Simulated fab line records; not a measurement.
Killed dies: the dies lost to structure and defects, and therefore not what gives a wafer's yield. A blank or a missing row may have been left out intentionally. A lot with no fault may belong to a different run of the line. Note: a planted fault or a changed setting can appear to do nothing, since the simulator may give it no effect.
Chamber matching || flow nandHarc || 4 sister chambers for NHARC_A_STAIRCASE_TRIM_12 on rieDiel-01
The step chemistry O2, time 211.2 s. 4 wafers are shown with their chamber, then 7 later ones without.

EACH WAFER AND ITS CHAMBER
{"wafer": "L077.3", "chamber": 2, "showerheadPlenumPTorr (Torr)": 3.40}
{"wafer": "L083.6", "chamber": 1, "showerheadPlenumPTorr (Torr)": 3.30}
{"wafer": "L085.1", "chamber": 0, "showerheadPlenumPTorr (Torr)": 3.65}
{"wafer": "L085.3", "chamber": 3, "showerheadPlenumPTorr (Torr)": 3.49}

WAFERS MISSING THEIR CHAMBER
{"wafer": "L085.4", "showerheadPlenumPTorr (Torr)": 3.30}
{"wafer": "L090.1", "showerheadPlenumPTorr (Torr)": 3.81}
{"wafer": "L090.2", "showerheadPlenumPTorr (Torr)": 3.40}
{"wafer": "L090.4", "showerheadPlenumPTorr (Torr)": 3.81}
{"wafer": "L095.2", "showerheadPlenumPTorr (Torr)": 3.39}
{"wafer": "L095.4", "showerheadPlenumPTorr (Torr)": 3.48}
{"wafer": "L095.5", "showerheadPlenumPTorr (Torr)": 3.39}

EACH ONE'S CHAMBER
{"wafer": "L085.4", "from the rows above": "can't be placed: 1 or 2", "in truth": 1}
{"wafer": "L090.1", "from the rows above": "can't be placed: 0 or 3", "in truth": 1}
{"wafer": "L090.2", "from the rows above": "can't be placed: 2 or 3 or 1", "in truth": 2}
{"wafer": "L090.4", "from the rows above": "can't be placed: 0 or 3", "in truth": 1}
{"wafer": "L095.2", "from the rows above": "can't be placed: 2 or 1 or 3", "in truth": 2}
{"wafer": "L095.4", "from the rows above": "can't be placed: 3 or 2 or 0 or 1", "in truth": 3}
{"wafer": "L095.5", "from the rows above": "can't be placed: 2 or 1 or 3", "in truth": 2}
Correct placement for 0 of the 7. Cannot be placed on the basis of these rows: 7; the candidates contain the true chamber in 5. Placed wrongly: 0.
How it was worked out, from the rows above alone: a wafer's distance from a chamber is the root of the sum, over the readings, of the square of ((its reading less the chamber's mean) divided by the reading's scatter). The wafer belongs to the nearest chamber; if the next one is less than 2 further off, it can't be placed. The mean given for a chamber averages the wafers shown for that chamber. The scatter: with one shown wafer a chamber, the root of the mean of the squares of how far each hidden wafer lies from its nearest shown one.
